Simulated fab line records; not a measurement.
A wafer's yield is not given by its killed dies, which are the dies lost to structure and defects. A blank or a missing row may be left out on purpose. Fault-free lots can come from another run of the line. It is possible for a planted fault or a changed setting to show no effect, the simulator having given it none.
A struck lot beside a sound one :: flow nand harc :: 15 out of 1159 route steps
Sound: the wafers L361.2, L361.3, L361.6. Wafers L349.1, L349.2, L349.4 were the ones struck. The cause is named last.
Each step with rows lists, per side, the tool, then ch with its chambers, then its first start. Under that, the readings that differ: sound wafers :: struck wafers :: difference of the means :: sigmas: that difference in standard deviations of wafers without a fault.
alike: readings with means less than 2 such deviations apart, plus words and numbers identical on both sides. not compared: withheld readings, readings lacking a value on some wafer, bounds such as >300 that could conceal the same value, and numbers that have no deviation in the record and whose values overlap.
Wherever a step has rows on one side only, a row that says differs or no value, or a row with sigmas, the two part there. Numbers that don't overlap but have no deviation are shown without sigmas and don't part them. Lack of a reading on every wafer of one side parts them only where that side has two or more wafers.

first, 5 steps without rows for these wafers: NHARC_A_CONTACT_SOFTBAKE_64 (time 55 s); NHARC_A_CONTACT_EBR_65; NHARC_A_CONTACT_EXPOSE_66 (exposes mask A CC 2); NHARC_A_CONTACT_PEB_67 (peb time 65 s); NHARC_A_CONTACT_DEVELOP_68 (develop time 35 s).
NHARC_A_CONTACT_CD_MEAS_69: the cd target is 200 nm.
  sound on cd sem-01 ch 0, day 20 13:29; struck on cd sem-02 ch 0, day 17 18:20
reading: cd nm (nm)
sound: 200.0 201.3 201.2
struck: 200.1 198.5 199.1
difference: -1.6
sigmas: -2
NHARC_A_CONTACT_OVL_MEAS_70:
  sound on overlay-01, day 20 13:34; struck on overlay-02, day 17 18:26
  alike: overlay x nm, overlay y nm
NHARC_A_CONTACT_INSPECT_71:
  sound on defect inspect-01, day 20 13:36; struck on defect inspect-01, day 17 18:28
  alike: raw defect count
NHARC_A_CONTACT_DESCUM_74: chemistry O2, time 3 s.
  sound on rie diel-08 ch 0,1,3, day 20 13:40; struck on rie diel-03 ch 0,1,3, day 17 18:32
  alike: chamber pressure mTorr, drypump motor current A, oes product au, rf vpp V, showerhead plenum p Torr, throttle valve pct
  not compared: rf hours counter h
NHARC_A_CONTACT_ETCH_75: etches the open film in CF4, target depth 39 nm, time 65 s.
  sound on rie diel-08 ch 0,2,3, day 20 13:46; struck on rie diel-03 ch 0,2,3, day 17 18:41
  alike: bias w, cf4 flow sccm, chamber pressure mTorr, drypump motor current A, oes product au, rf vpp V, showerhead plenum p Torr, throttle valve pct
  not compared: rf hours counter h
NHARC_A_CONTACT_ETCH_76: etches the open film in N2/H2, target depth 260 nm, time 475.3 s.
  sound: rie diel-08 ch 0,1,2; struck: rie diel-03 ch 0,2,3
  alike: bias w, chamber pressure mTorr, drypump motor current A, oes product au, rf vpp V, showerhead plenum p Torr, throttle valve pct
  not compared: rf hours counter h
NHARC_A_CONTACT_ETCH_77: etches the open film in CF4/CHF3, target depth 72.6 nm, time 36.3 s.
  sound: rie diel-08 ch 0,1; struck: rie diel-03 ch 0,2,3
  alike: bias w, cf4 flow sccm, chamber pressure mTorr, drypump motor current A, oes product au, rf vpp V, showerhead plenum p Torr, throttle valve pct
  not compared: rf hours counter h
NHARC_A_CONTACT_ETCH_78: etches the open film in O2/COS, target depth 2800 nm, time 728 s.
  sound on rie diel-08 ch 1,2, day 20 15:35; struck on rie diel-03 ch 0,2,3, day 17 19:16
  no value came back on the struck wafers for any of 8 readings (bias w (W), chamber pressure mTorr (mTorr) and others); on the sound wafers bias w (W) reads 301.0 298.8 301.2
  not compared: rf hours counter h
NHARC_A_CONTACT_ETCH_124: etches the open film in C4F8/O2/Ar, time 140 s, target depth 700 nm.
  sound on har cap etch-02 ch 0,1, day 20 16:04; struck on har cap etch-02 ch 0,1, day 17 19:48
  alike: chamber pressure mTorr, oes air line au
  not compared: rf hours counter h
-- the record jumps here: 3 days lie between the struck wafers' starts before and after (it left off in module A_CONTACT and takes up again in module END, whose first step shown is number 1159 of the route) --
NHARC_END_SORT_01:
  sound on prober-02 ch 0, day 23 08:07; struck on prober-02 ch 0, day 20 12:25
reading: killed at array
sound: 45 51 42
struck: 672 676 675
difference: +628
sigmas: +57

reading: killed dies
sound: 48 54 43
struck: 677 677 677
difference: +629
sigmas: +57
  alike: killed at other, killed at periphery, killed open, killed short

== WHERE THEY PART ==
At NHARC_A_CONTACT_CD_MEAS_69 first; at NHARC_END_SORT_01 last (within this record only).

WHY: what had been put in by the simulator
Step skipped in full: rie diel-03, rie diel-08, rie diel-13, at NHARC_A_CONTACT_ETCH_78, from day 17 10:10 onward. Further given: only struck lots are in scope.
